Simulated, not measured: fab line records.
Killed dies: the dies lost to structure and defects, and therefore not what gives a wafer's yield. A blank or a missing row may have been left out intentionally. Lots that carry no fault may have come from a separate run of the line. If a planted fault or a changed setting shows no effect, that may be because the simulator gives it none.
Split-lot trial	flow n5_finfet	7 lots, 21 wafers read, on a route of 1938 steps

ON THE SPLIT
At N5_BEOL_M1_COAT_61 (time 60 s, resist thk 60 nm), the setting spin_rpm was moved away from the recipe's 1500 rpm on 6 of the 21 wafers read, by -3.9% to +5.7%. For the rest of the wafers, this setting stayed at what the recipe calls for.

FROM THE SPLIT TO THE READING: what the file shows between them, 9 steps
- N5_BEOL_M1_COAT_05: resist thk 30 nm (also split here: spin_rpm)
- N5_BEOL_M1_EBR_07
- N5_BEOL_M1_SOFTBAKE_06: time 60 s
- N5_BEOL_M1_ETCH_74: etches underlayer in N2/H2, target depth 6.5 nm, time 5.2 s
- N5_BEOL_M1_ETCH_63: etches SiARC in CF4, target depth 15.6 nm, time 26 s
- N5_BEOL_M1_ETCH_64: etches SOC in N2/H2, target depth 75 nm, overetch 15 nm, time 112.5 s
- N5_BEOL_M1_STRIP_65: strips in N2/H2
- N5_BEOL_M1_STRIP_75: strips in N2/H2
- N5_BEOL_M1_STRIP_66: strips in CF4

THE READING
SOC_of_BEOL_M1_COAT_61.thk_nm (the simulator's own value, which no gauge read), in nm, at N5_BEOL_M1_HM_OPEN_17 (chemistry Cl2/BCl3, target TiN, target depth 20 nm, overetch 6 nm). The file does not state a usual value for it. Average 52.1 nm, standard deviation 0.26 nm, over the 15 wafers here run with the recipe.

wafer	tool, chamber at the split	spin_rpm as run, rpm	against the recipe	SOC_of_BEOL_M1_COAT_61.thk_nm, nm	against lot-mates on the recipe
L074.1	litho_track-04, 0	1500	recipe	52.4	-
L074.3	litho_track-04, 0	1500	recipe	52.4	-
L074.5	litho_track-04, 0	1500	recipe	52.4	-
L075.3	litho_track-04, 0	1441	-3.9%	53.6	+1.4
L075.4	litho_track-04, 0	1500	recipe	52.2	-
L075.5	litho_track-04, 0	1441	-3.9%	53.4	+1.2
L082.2	litho_track-03, 0	1585	+5.7%	50.4	-1.4
L082.3	litho_track-03, 0	1585	+5.7%	50.4	-1.4
L082.4	litho_track-03, 0	1500	recipe	51.8	-
L087.1	litho_track-04, 0	1500	recipe	52.2	-
L087.4	litho_track-04, 0	1500	recipe	52.2	-
L087.5	litho_track-04, 0	1500	recipe	52.4	-
L090.2	litho_track-03, 0	1500	recipe	51.8	-
L090.3	litho_track-03, 0	1558	+3.9%	50.8	-1.0
L090.4	litho_track-03, 0	1558	+3.9%	50.8	-1.0
L094.3	litho_track-02, 0	1500	recipe	52	-
L094.5	litho_track-02, 0	1500	recipe	52	-
L094.4	litho_track-02, 0	1500	recipe	51.8	-
L097.1	litho_track-04, 0	1500	recipe	52	-
L097.2	litho_track-04, 0	1500	recipe	51.8	-
L097.4	litho_track-04, 0	1500	recipe	51.6	-

FIT RESULTS
A straight line over all 21 wafers: SOC_of_BEOL_M1_COAT_61.thk_nm changes by -0.322 nm for each +1% of spin_rpm; r = -0.96; the points scatter about the line by 0.24 nm.
The same after taking each lot's own level away (the mean of its wafers on the recipe; 21 wafers): -0.274 nm for each +1%; r = -0.99; scatter 0.12 nm.
On that fit, the largest move of spin_rpm shifts the reading by 1.6 nm.
From 51.80 to 52.40 nm: that is the span of the lots' own levels, equal to 2.3 times the standard deviation above.
So the slope is not independent of the lot-to-lot level: the two fits are not the same.
Check: -1.55 nm against its lot-mates is what the line predicts for one of the wafers moved furthest among these (+5.7%) when that wafer is left out of the fit. Against them it came out at -1.4 nm.

FURTHER SPLITS ON THESE WAFERS
These wafers also went through other splits before the reading. Each is held against what the fit with the lots' levels taken away leaves over:
other split on the same wafers	wafers away from the commonest value	r with SOC_of_BEOL_M1_COAT_61.thk_nm (lot level and that fit taken away)
N5_MOL_CONTACT_COAG_VIA_ETCH_117 bias_w	7	+0.06
N5_BEOL_M0_SAQP_SPACER1_ALD_98 ald_cycles	8	-0.08
N5_BEOL_M1_COAT_05 spin_rpm	9	-0.01

THE WHOLE CHAIN: every reading that the file lists as answering this split, in the file's order
step	what it does	reading	change (the file's fit)	r (the file's)
N5_BEOL_M1_COAT_61	time 60 s, resist thk 60 nm	SOC_of_BEOL_M1_COAT_61.thk_nm (the simulator's own value, which no gauge read)	-0.295 nm for each +1% of the setting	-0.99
N5_BEOL_M1_ETCH_64	etches SOC in N2/H2, target depth 75 nm, overetch 15 nm, time 112.5 s	etch.depth_nm (the simulator's own value, which no gauge read)	-0.307 nm for each +1% of the setting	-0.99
N5_BEOL_M1_HM_OPEN_17	chemistry Cl2/BCl3, target TiN, target depth 20 nm, overetch 6 nm	SOC_of_BEOL_M1_COAT_61.thk_nm (the simulator's own value, which no gauge read)	-0.27 nm for each +1% of the setting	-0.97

FILE'S OWN FIT
SOC_of_BEOL_M1_COAT_61.thk_nm changes by -0.27 nm for each +1% of spin_rpm, r = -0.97.
